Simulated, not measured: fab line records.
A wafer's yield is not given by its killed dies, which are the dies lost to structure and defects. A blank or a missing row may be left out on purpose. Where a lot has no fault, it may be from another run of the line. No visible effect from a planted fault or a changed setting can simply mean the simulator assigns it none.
3 desks looking at one fault -- flow n5Finfet -- each desk holds nothing but its own numbers, with what lay behind them at the end
Where a reading is given only as a bound, like >300, the bound stands for it, and a mean or a difference that rests on one is marked > or <: the true number lies beyond.

## THE DEFECT DESK
Counts from the inspections along the route, per lot, as means over the sampled wafers that have a number. If a lot's mean is further than 4 standard deviations from the usual mean, the lot is out of limits and carries the mark OUT (the distance appears in the brackets).
Columns: A = rawDefectCount at N5_SD_EPI_N_INSPECT_26, usual 214; B = rawDefectCount at N5_SD_EPI_P_INSPECT_11, usual 2.2; C = rawDefectCount at N5_SD_EPI_P_INSPECT_26, usual 184
lot,first seen here,A,B,C
L899,day 4 06:35,187,2.7,188
L910,day 7 09:38,919 (+18) OUT,>300 (+99 or more) OUT,878 (+19) OUT
L914,day 7 23:32,884 (+17) OUT,>300 (+99 or more) OUT,842 (+18) OUT
L915,day 8 05:56,200,1.3,159
Finding of this desk: L910, L914 out of limits; the first was L910 at day 7 09:38, on rawDefectCount at N5_SD_EPI_N_INSPECT_26. L899, L915 stayed within limits.

## METROLOGY DESK
What the gauges read, lot by lot, whatever tool the lot ran on: means of the sampled wafers that have a number. If a lot's mean is further than 4 standard deviations from the usual mean, the lot is out of limits and carries the mark OUT (the distance appears in the brackets). Of its 10 readings 7 are shown: those that lie furthest out on some lot.
Columns: A = DIBL_N at N5_BEOL_M4_RC_MEAS_101, usual 36.0 mV/V; B = DIBL_P at N5_BEOL_M4_RC_MEAS_101, usual 35.9 mV/V; C = ION_N at N5_BEOL_M4_RC_MEAS_101, usual 675 uA/um; D = ION_P at N5_BEOL_M4_RC_MEAS_101, usual 462 uA/um; E = SS_N at N5_BEOL_M4_RC_MEAS_101, usual 71.5 mV/dec; F = SS_P at N5_BEOL_M4_RC_MEAS_101, usual 73.2 mV/dec; G = VT_N at N5_BEOL_M4_RC_MEAS_101, usual 250 mV
lot,first seen here,A,B,C,D,E,F,G
L899,day 9 05:26,37.8,38.2,665,454,72.0,73.8,250
L910,day 12 03:56,34.7,35.1,675,466,70.8,72.6,249
L914,day 12 09:49,35.8,34.3,690,471,71.5,73.2,247
L915,day 12 12:34,35.5,36.7,676,469,71.1,73.1,253
Finding of this desk: none of the 4 lots has anything out of limits.

## TOOL OWNER'S DESK, epiRpcvd-04
The tool's own readings at N5_SD_EPI_N_EPI_21 (deposits Si:P, time 690 s): means of the sampled wafers that have a number, for each lot that ran on this tool. If a lot's mean is further than 4 standard deviations from the usual mean, the lot is out of limits and carries the mark OUT (the distance appears in the brackets).
Columns: A = lampInnerPct at N5_SD_EPI_N_EPI_21, usual 16.0 %
lot,first seen here,A
L899,day 4 04:07,15.5
L910,day 7 07:05,15.4
L914,day 7 21:04,15.4
Finding of this desk: none of the 3 lots has anything out of limits.

## ALL TOGETHER
The defect desk could have raised an alarm at day 7 09:38, on L910, L914.
The metrology desk saw nothing out of limits.
Nothing out of limits was seen by the tool owner's desk.
The metrology desk holds a record of L910, L914, inside its limits.
On record at the tool owner's desk: L910, L914, within its limits.
N5_SD_EPI_N_EPI_21 was run on epiRpcvd-04 by each of the lots named.

## WHAT THE SIMULATOR PUT IN
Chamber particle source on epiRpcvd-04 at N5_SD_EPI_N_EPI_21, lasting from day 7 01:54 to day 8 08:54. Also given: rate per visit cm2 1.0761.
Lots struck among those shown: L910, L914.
Hours from the fault's start to each desk's first reading out of limits: the defect desk, 8.
